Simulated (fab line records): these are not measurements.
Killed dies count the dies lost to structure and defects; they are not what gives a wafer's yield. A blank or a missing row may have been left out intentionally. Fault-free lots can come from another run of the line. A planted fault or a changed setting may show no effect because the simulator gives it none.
The tool behind it: which one? ; flow nandHarc ; 12 lots, 36 wafers sampled, at 6 steps of a route of 1302

## WHAT EACH GAUGE READ, for each wafer
NHARC_P_STI_CD_MEAS_16. Usual: cdNm at 198.7 nm, with a standard deviation of 2.7.
lot;measured;on;cdNm (nm);flag
L801;day 2 20:16;cdSem-01;200.2 200.3 198.5;
L802;day 3 07:13;cdSem-02;198.5 192.5 197.1;
L803;day 3 15:19;cdSem-02;202.1 201.0 202.0;
L806;day 4 23:07;cdSem-01;200.1 196.0 195.6;
L807;day 5 09:14;cdSem-03;200.0 203.1 197.3;
L816;day 9 01:49;cdSem-03;199.4 202.9 197.2;
L817;day 9 10:58;cdSem-03;201.2 199.4 201.3;
L818;day 10 00:55;cdSem-02;196.3 198.7 196.8;
L821;day 11 03:10;cdSem-03;204.7 203.8 200.5;
L822;day 11 15:10;cdSem-02;193.0 195.7 192.7;
L823;day 11 23:26;cdSem-03;196.7 200.3 195.6;
L824;day 12 09:44;cdSem-01;198.7 199.3 197.5;

NHARC_P_STI_OCD_MEAS_43. Usual: trenchDepthNm 299 nm, standard deviation 5.1; trenchFootCdNm 157.2 nm, standard deviation 2.7.
lot;measured;on;trenchDepthNm (nm);trenchFootCdNm (nm);flag
L801;day 2 20:52;ocd-01;305 296 302;157.6 159.9 157.7;
L802;day 3 07:49;ocd-02;298 293 290;158.3 153.5 158.3;
L803;day 3 15:54;ocd-02;304 290 304;158.2 159.3 159.1;
L806;day 4 23:44;ocd-01;298 300 303;157.9 153.5 153.2;
L807;day 5 09:50;ocd-02;293 301 306;159.0 160.5 156.4;
L816;day 9 02:24;ocd-02;304 297 305;157.7 161.7 153.6;
L817;day 9 11:34;ocd-01;297 301 297;160.4 157.9 159.3;
L818;day 10 01:30;ocd-02;298 297 298;154.4 154.9 153.7;
L821;day 11 03:46;ocd-01;298 302 301;161.6 161.6 158.2;
L822;day 11 15:46;ocd-02;297 304 300;150.9 153.8 151.9;
L823;day 12 00:02;ocd-01;307 302 300;155.6 158.2 154.2;
L824;day 12 10:20;ocd-01;307 299 305;155.3 160.3 157.4;

NHARC_P_GATE_CD_MEAS_26 targets a cd of 120 nm. Usual: cdNm at 119.9 nm, with a standard deviation of 0.52.
lot;measured;on;cdNm (nm);flag
L801;day 5 03:49;cdSem-02;119.9 120.1 120.1;
L802;day 5 14:26;cdSem-01;120.2 121.1 119.6;
L803;day 5 16:34;cdSem-01;120.6 119.9 120.2;
L806;day 7 01:35;cdSem-03;119.8 119.2 119.3;
L807;day 7 09:43;cdSem-02;107.5 106.9 106.6 107.0 106.3 106.5;OFF
L816;day 11 03:07;cdSem-01;119.6 120.0 120.7;
L817;day 11 16:37;cdSem-02;120.2 119.8 120.2;
L818;day 12 04:46;cdSem-02;120.0 119.5 119.6;
L821;day 13 01:49;cdSem-02;120.5 119.8 119.5;
L822;day 13 20:02;cdSem-03;119.7 119.8 119.5;
L823;day 14 04:03;cdSem-01;120.7 120.5 120.5;
L824;day 14 12:44;cdSem-03;120.7 120.6 120.0;

NHARC_END_SORT_01. Usual: killedAtArray 53, standard deviation 20; killedAtOther 1, standard deviation 1.2; killedAtPeriphery 3.7, standard deviation 2.6; killedDies 58, standard deviation 20; killedOpen 3.5, standard deviation 1.8; killedShort 2.4, standard deviation 1.7.
lot;measured;on;killedAtArray;killedAtOther;killedAtPeriphery;killedDies;killedOpen;killedShort;flag
L807;day 29 13:17;prober-02;32 26 25;3 0 1;2 17 17;37 43 43;6 3 3;1 3 2;OFF
L818;day 31 05:44;prober-01;61 75 72;0 0 1;0 1 3;61 76 76;1 1 7;3 1 2;

## EACH LOT AND THE TOOL THAT RAN IT (in order: tool; ch and the chambers of the sampled wafers; start)
lot;NHARC_P_GATE_EXPOSE_23;NHARC_P_GATE_STRIP_108
L801;arfiScanner-01 ch 0, day 5 03:41;rieDiel-02 ch 0,1,3, day 5 04:38
L802;arfiScanner-02 ch 0, day 5 14:18;rieDiel-02 ch 0,1,2, day 5 15:19
L803;arfiScanner-02 ch 0, day 5 16:25;rieDiel-01 ch 1,2,3, day 5 17:23
L806;arfiScanner-01 ch 0, day 7 01:28;rieDiel-02 ch 0,1, day 7 03:05
L807;arfiScanner-03 ch 0, day 7 09:35;rieDiel-09 ch 0,3, day 7 13:26
L816;arfiScanner-03 ch 0, day 11 02:58;rieDiel-09 ch 0,1,3, day 11 03:56
L817;arfiScanner-02 ch 0, day 11 16:28;rieDiel-02 ch 0,1, day 11 17:26
L818;arfiScanner-02 ch 0, day 12 04:38;rieDiel-09 ch 0,1, day 12 05:36
L821;arfiScanner-02 ch 0, day 13 01:40;rieDiel-02 ch 0,3, day 13 02:37
L822;arfiScanner-03 ch 0, day 13 19:53;rieDiel-01 ch 1,3, day 13 20:52
L823;arfiScanner-01 ch 0, day 14 03:55;rieDiel-02 ch 0,2, day 14 04:53
L824;arfiScanner-03 ch 0, day 14 12:36;rieDiel-01 ch 0,1,2, day 14 13:34
- NHARC_P_GATE_EXPOSE_23: exposes mask P GATE, target cd 120 nm.
- NHARC_P_GATE_STRIP_108: strips in O2.

## WHAT THE TOOLS THEMSELVES READ (means of the sampled wafers that have a number; where no wafer has one, the mark that the record gives instead)
NHARC_P_GATE_STRIP_108. Usual: drypumpMotorCurrentA 5.8 A, standard deviation 0.48; oesProductAu 0.998 a.u., standard deviation 0.0096; rfVppV 57.9 V, standard deviation 0.77; showerheadPlenumPTorr 3.48 Torr, standard deviation 0.14; throttleValvePct 17.037 %, standard deviation 0.0082.
lot;tool;drypumpMotorCurrentA (A);oesProductAu (a.u.);rfVppV (V);showerheadPlenumPTorr (Torr);throttleValvePct (%);flag
L801;rieDiel-02;5.7;0.999;57.6;3.52;17.040;
L802;rieDiel-02;5.7;0.995;57.7;3.39;17.027;
L803;rieDiel-01;5.6;0.992;58.1;3.49;17.038;
L806;rieDiel-02;6.0;1.002;58.3;3.43;17.032;
L807;rieDiel-09;5.8;1.000;57.8;3.43;17.039;
L816;rieDiel-09;6.0;0.990;57.9;3.50;17.032;
L817;rieDiel-02;6.0;1.006;57.6;3.43;17.037;
L818;rieDiel-09;5.8;0.994;57.8;3.56;17.036;
L821;rieDiel-02;5.4;0.993;57.9;3.52;17.034;
L822;rieDiel-01;5.9;0.998;58.1;3.50;17.041;
L823;rieDiel-02;5.4;0.998;57.3;3.34;17.040;
L824;rieDiel-01;5.8;1.010;57.3;3.50;17.039;

## THE ANSWER, worked out from the rows above alone
Rule: take the mean of a lot's wafers that have a number; if it is more than 3 standard deviations from the usual mean, the lot is off. Also off: a lot with no number at a reading for which 4 or more lots have one. Where the step has rows for the other lots, those lots are counted as sound. Order of review: gauges by route order, followed by the tools' own readings, for which a lot's mean as printed above is used. The first step at which some lot is off is used, and at that step the reading that is off furthest; a lot without a number counts as furthest.
Off: L807, at NHARC_P_GATE_CD_MEAS_26 (cdNm).
A tool fits if, at a process step before that reading, it ran every lot that is off, and no sound lot after the first of them. The gauges at NHARC_P_GATE_CD_MEAS_26 aren't tried: what is off there is off at NHARC_END_SORT_01 too, on other tools, and a gauge's error can't cause that. Not one of the candidates tried fits.

## WHAT THE SIMULATOR HAD PUT IN
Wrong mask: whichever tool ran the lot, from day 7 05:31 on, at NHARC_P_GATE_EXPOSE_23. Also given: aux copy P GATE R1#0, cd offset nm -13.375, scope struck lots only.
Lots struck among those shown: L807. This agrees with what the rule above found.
